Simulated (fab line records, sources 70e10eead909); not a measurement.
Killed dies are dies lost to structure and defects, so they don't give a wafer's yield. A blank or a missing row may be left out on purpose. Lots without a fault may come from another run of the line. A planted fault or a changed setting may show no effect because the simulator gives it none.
A struck lot beside a sound one | flow nand_harc | 15 steps out of a route of 1302
Sound: wafers L550.3, L550.5, L550.6. Struck: wafers L557.3, L557.4, L557.5. The cause comes at the end.
At each step with rows: each side's tool, then ch and its chambers, then its first start. Under that, the readings that differ: sound wafers | struck wafers | difference of the means | sigmas: that difference in standard deviations of wafers without a fault.
alike: readings whose means differ by less than 2 such deviations, and words and numbers that are the same on both sides. not compared: withheld readings, readings that some wafer has no value for, bounds like >300 that may hide the same value, and numbers for which the record gives no deviation and whose values overlap.
The two part at a step that has a row with sigmas, a row that says differs or no value, or rows on one side only. Numbers that don't overlap but have no deviation are shown without sigmas and don't part them. A reading that every wafer of one side lacks parts them only if that side has two wafers or more.

first, 1 step without rows for these wafers: NHARC_P_STI_HARDBAKE_13 (time 65 s).
NHARC_P_STI_DESCUM_14: chemistry O2, time 3 s.
  sound on rie_diel-04 ch 0,3, day 4 01:39; struck on rie_diel-04 ch 1,2, day 7 05:43
  alike: drypump_motor_current_A, oes_product_au, rf_vpp_V, showerhead_plenum_p_Torr, throttle_valve_pct
  not compared: rf_hours_counter_h
NHARC_P_STI_ETCH_42: etches the open film in N2/H2, target depth 80 nm, overetch 24 nm, time 61 s.
  sound on rie_diel-04 ch 0,3, day 4 01:46; struck on rie_diel-04 ch 0,1,2, day 7 05:49
  alike: drypump_motor_current_A, oes_product_au, rf_vpp_V, showerhead_plenum_p_Torr, throttle_valve_pct
  not compared: rf_hours_counter_h
NHARC_P_STI_ETCH_31: etches the open film in CF4/CHF3, target depth 108.9 nm, time 54.5 s.
  sound on rie_diel-04 ch 0,1,3; struck on rie_diel-04 ch 1,2
  alike: drypump_motor_current_A, oes_product_au, rf_vpp_V, showerhead_plenum_p_Torr, throttle_valve_pct
  not compared: rf_hours_counter_h
NHARC_P_STI_ETCH_15: etches the open film in HBr/Cl2, target depth 300 nm, time 100.1 s.
  sound on rie_si-05 ch 0,3, day 4 01:59; struck on rie_si-03 ch 0,2,3, day 7 06:01
  alike: drypump_motor_current_A, oes_product_au, throttle_valve_pct
  not compared: rf_hours_counter_h
NHARC_P_STI_CD_MEAS_16:
  sound on cd_sem-03, day 4 02:08; struck on cd_sem-02, day 7 06:11
  alike: cd_nm
NHARC_P_STI_OCD_MEAS_17:
  sound on ocd-02, day 4 02:13; struck on ocd-02, day 7 06:16
  alike: trench_depth_nm, trench_foot_cd_nm
then, 3 steps without rows for these wafers: NHARC_P_STI_STRIP_19 (strips in SPM, time 900 s); NHARC_P_STI_PRECLEAN_32 (cleans in SC1); NHARC_P_STI_SRD_23.
NHARC_P_STI_OCD_MEAS_43:
  sound on ocd-01, day 4 02:43; struck on ocd-01, day 7 06:47
  alike: trench_depth_nm, trench_foot_cd_nm
then, 1 step without rows for these wafers: NHARC_P_STI_OXIDE_33 (material SiO2, target thk 10 nm, ox time 281 s).
NHARC_P_STI_HDPCVD_20: deposits SiO2.
  sound on hdpcvd-01 ch 0,1, day 4 12:43; struck on hdpcvd-01 ch 0,1, day 7 16:26
then, 2 steps without rows for these wafers: NHARC_P_STI_ANNEAL_34 (time 1800 s); NHARC_END_SORT_01.

WHERE THEY PART
Nowhere in this record.

WHY: what the simulator had put in
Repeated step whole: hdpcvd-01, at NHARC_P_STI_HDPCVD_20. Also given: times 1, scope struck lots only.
